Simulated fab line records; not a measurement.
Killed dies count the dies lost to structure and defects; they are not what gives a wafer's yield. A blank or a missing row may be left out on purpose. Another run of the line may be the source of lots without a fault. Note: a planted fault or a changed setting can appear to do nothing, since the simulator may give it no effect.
Which of the tools did it? || flow n5 finfet || 17 wafers from 6 lots sampled at 4 of the route's 1938 steps

## WHAT EACH GAUGE READ, for each wafer
N5_BEOL_M13_THK_MEAS_01.
{"lot": "L338", "measured": "day 15 09:43", "on": "film metro-02", "M13_ILD_THK (nm)": "827 857 839"}
{"lot": "L342", "measured": "day 15 20:03", "on": "film metro-02", "M13_ILD_THK (nm)": "842 841 867"}
{"lot": "L346", "measured": "day 16 22:41", "on": "film metro-01", "M13_ILD_THK (nm)": "819 841 835"}
{"lot": "L353", "measured": "day 18 07:08", "on": "film metro-02", "M13_ILD_THK (nm)": "836 839 859"}
{"lot": "L352", "measured": "day 18 18:10", "on": "film metro-02", "M13_ILD_THK (nm)": "862 855"}
{"lot": "L359", "measured": "day 20 03:59", "on": "film metro-02", "M13_ILD_THK (nm)": "822 846 844"}

## EACH LOT AND THE TOOL THAT RAN IT (in order: tool; ch and the chambers of the sampled wafers; start)
{"lot": "L338", "N5_BEOL_M12_DEGAS_41": "pvd sputter-02, day 15 08:04", "N5_BEOL_M12_PRE_CLEAN_42": "pvd sputter-02, day 15 08:07", "N5_BEOL_M12_ANNEAL_48": "rtp anneal-02 ch 0, day 15 08:51"}
{"lot": "L342", "N5_BEOL_M12_DEGAS_41": "pvd sputter-02, day 15 18:37", "N5_BEOL_M12_PRE_CLEAN_42": "pvd sputter-02, day 15 18:39", "N5_BEOL_M12_ANNEAL_48": "rtp anneal-01 ch 0, day 15 19:07"}
{"lot": "L346", "N5_BEOL_M12_DEGAS_41": "pvd sputter-03, day 16 21:05", "N5_BEOL_M12_PRE_CLEAN_42": "pvd sputter-03, day 16 21:08", "N5_BEOL_M12_ANNEAL_48": "rtp anneal-02, day 16 21:35"}
{"lot": "L353", "N5_BEOL_M12_DEGAS_41": "pvd sputter-03, day 18 05:41", "N5_BEOL_M12_PRE_CLEAN_42": "pvd sputter-03, day 18 05:43", "N5_BEOL_M12_ANNEAL_48": "rtp anneal-02 ch 0, day 18 06:11"}
{"lot": "L352", "N5_BEOL_M12_DEGAS_41": "pvd sputter-02, day 18 16:45", "N5_BEOL_M12_PRE_CLEAN_42": "pvd sputter-02, day 18 16:47", "N5_BEOL_M12_ANNEAL_48": "rtp anneal-02 ch 0, day 18 17:25"}
{"lot": "L359", "N5_BEOL_M12_DEGAS_41": "pvd sputter-03, day 20 02:28", "N5_BEOL_M12_PRE_CLEAN_42": "pvd sputter-03, day 20 02:30", "N5_BEOL_M12_ANNEAL_48": "rtp anneal-02 ch 0, day 20 02:58"}
- N5_BEOL_M12_DEGAS_41: time 60 s.
- N5_BEOL_M12_PRE_CLEAN_42: time 30 s.
- N5_BEOL_M12_ANNEAL_48: time 90 s.

## THE ANSWER, worked out from the rows above alone
Rule: the usual values come from the lots themselves. The widest of any qualifying gaps counts: lots, ordered by their means at a reading, are off when they make up no more than a third of the lots, leave a main group of 4 or more, and stand apart from it by 3 or more times the standard deviation of that group's means. A main group whose means are all the same, to the digits that the tables above print for the reading, isn't used. Also off: a lot with no number at a reading for which 4 or more lots have one. The other lots that the step has rows for count as sound.
No lot is off at any reading shown: from this, nothing can be told.

## WHAT THE SIMULATOR HAD INSERTED
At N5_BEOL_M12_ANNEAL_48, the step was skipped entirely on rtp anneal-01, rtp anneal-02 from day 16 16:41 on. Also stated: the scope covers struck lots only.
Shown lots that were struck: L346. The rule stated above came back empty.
